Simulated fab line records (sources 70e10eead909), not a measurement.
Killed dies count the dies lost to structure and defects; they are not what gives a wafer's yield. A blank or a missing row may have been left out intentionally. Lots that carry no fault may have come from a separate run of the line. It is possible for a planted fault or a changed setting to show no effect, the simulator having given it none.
Which of the tools did it? ; flow nand-harc ; 7 lots with 19 wafers sampled at 4 steps, on a route of 1302 steps

## WHAT EACH GAUGE READ, for each wafer
NHARC_END_SORT_01.
lot;measured;on;killed-at-array
L134;day 25 09:29;prober-02;54 44 46
L136;day 25 19:31;prober-01;47 37 36
L138;day 27 00:16;prober-02;40 33 33
L142;day 29 11:52;prober-01;34 30 36
L148;day 31 21:11;prober-01;674 60
L151;day 33 01:45;prober-01;674 43
L155;day 34 00:09;prober-01;20 27 23

## EACH LOT AND THE TOOL THAT RAN IT (in order: tool; ch and the chambers of the sampled wafers; start)
lot;NHARC_A_SGD_CUT_DEP_00;NHARC_THIN_TSV_STRIP_62;NHARC_THIN_TSV_ANNEAL_52
L134;pecvd-03 ch 1,2, day 19 23:21;plasma-asher-01 ch 0,1, day 24 21:34;rtp-anneal-02 ch 0, day 24 22:57
L136;pecvd-04 ch 0,1,2, day 20 18:11;plasma-asher-01 ch 0,1, day 25 04:55;rtp-anneal-02 ch 0, day 25 06:22
L138;pecvd-03 ch 0,1,2, day 21 21:29;plasma-asher-01 ch 0,1, day 26 11:37;rtp-anneal-02 ch 0, day 26 13:01
L142;pecvd-03 ch 0,1, day 23 18:17;plasma-asher-02 ch 0,1, day 28 13:19;rtp-anneal-02 ch 0, day 28 14:43
L148;pecvd-03 ch 0,1, day 26 05:34;plasma-asher-01 ch 0, day 31 08:56;rtp-anneal-02 ch 0, day 31 10:23
L151;pecvd-03 ch 0,2, day 27 12:03;plasma-asher-02 ch 0, day 32 07:39;rtp-anneal-01 ch 0, day 32 09:18
L155;pecvd-04 ch 0,2, day 29 00:11;plasma-asher-01 ch 0,1, day 33 11:59;rtp-anneal-02 ch 0, day 33 13:21
- NHARC_A_SGD_CUT_DEP_00: deposits SiNx, target thk 50 nm.
- NHARC_THIN_TSV_STRIP_62: strips in N2/H2, time 20 s.
- NHARC_THIN_TSV_ANNEAL_52: time 90 s.

## THE ANSWER, worked out from the rows above alone
Rule: the lots themselves supply what counts as usual. The widest of any qualifying gaps counts: lots, ordered by their means at a reading, are off when they make up no more than a third of the lots, leave a main group of 4 or more, and stand apart from it by 3 or more times the standard deviation of that group's means. The tables above print the reading to a certain number of digits; a main group whose means all agree to those digits is not used. A lot without any number at a reading at which 4 lots or more have one is off too. Where the step has rows for the other lots, those lots are counted as sound.
Off, at NHARC_END_SORT_01 on killed-at-array: L148, L151. Main group: mean 36, sd 8.1.
If a tool, at a process step before that reading, ran all the lots that are off and no sound lot after the first of them, it fits. The gauges at NHARC_END_SORT_01 are tried like those tools. One fits: NHARC_A_SGD_CUT_DEP_00 on pecvd-03. Its last sound lot is L142 (day 23 18:17), its first lot that is off L148 (day 26 05:34): a fault that began between those two fits.

## WHAT WAS PUT IN BY THE SIMULATOR
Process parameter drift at NHARC_A_SGD_CUT_DEP_00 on pecvd-03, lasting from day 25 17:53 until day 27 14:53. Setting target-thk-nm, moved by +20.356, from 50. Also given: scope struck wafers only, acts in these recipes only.
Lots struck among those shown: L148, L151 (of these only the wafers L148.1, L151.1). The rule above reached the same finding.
